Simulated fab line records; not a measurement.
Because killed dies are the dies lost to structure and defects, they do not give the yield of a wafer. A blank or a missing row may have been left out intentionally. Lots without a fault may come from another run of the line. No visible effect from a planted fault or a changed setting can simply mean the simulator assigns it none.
Matching of chambers | flow n5 finfet | 4 sister chambers for N5_BEOL_M7_DESCUM_33 on rie diel-04
The step chemistry O2, time 7 s. 4 wafers are shown with their chamber, then 8 later ones without.

== WAFERS WITH THEIR CHAMBER ==
wafer  | chamber | drypump motor current A (A)
L084.1 | 3       | 6.4
L087.2 | 0       | 5.3
L087.4 | 2       | 4.7
L094.2 | 1       | 5.7

== WAFERS WHOSE CHAMBER IS MISSING ==
wafer  | drypump motor current A (A)
L094.3 | 5.3
L094.5 | 4.7
L095.1 | 5.7
L095.2 | 5.3
L095.4 | 6.4
L097.1 | 4.8
L097.4 | 6.5
L097.5 | 5.3

== WHICH CHAMBER EACH WENT THROUGH ==
wafer  | from the rows above | in truth
L094.3 | 0                   | 0
L094.5 | 2                   | 2
L095.1 | 1                   | 1
L095.2 | 0                   | 0
L095.4 | 3                   | 3
L097.1 | 2                   | 2
L097.4 | 3                   | 3
L097.5 | 0                   | 0
Correctly placed: 8 of 8. Number that these rows cannot place: 0. Wrongly placed: 0.
How it was worked out, from the rows above alone: a wafer's distance from a chamber is the root of the sum, over the readings, of the square of ((its reading less the chamber's mean) divided by the reading's scatter). The wafer belongs to the nearest chamber; if the next one is less than 2 further off, it can't be placed. For every chamber, the mean is computed from those of its wafers that are shown. The scatter (one wafer shown for each chamber): square how far every hidden wafer sits from the nearest shown wafer, average those squares and take the square root.
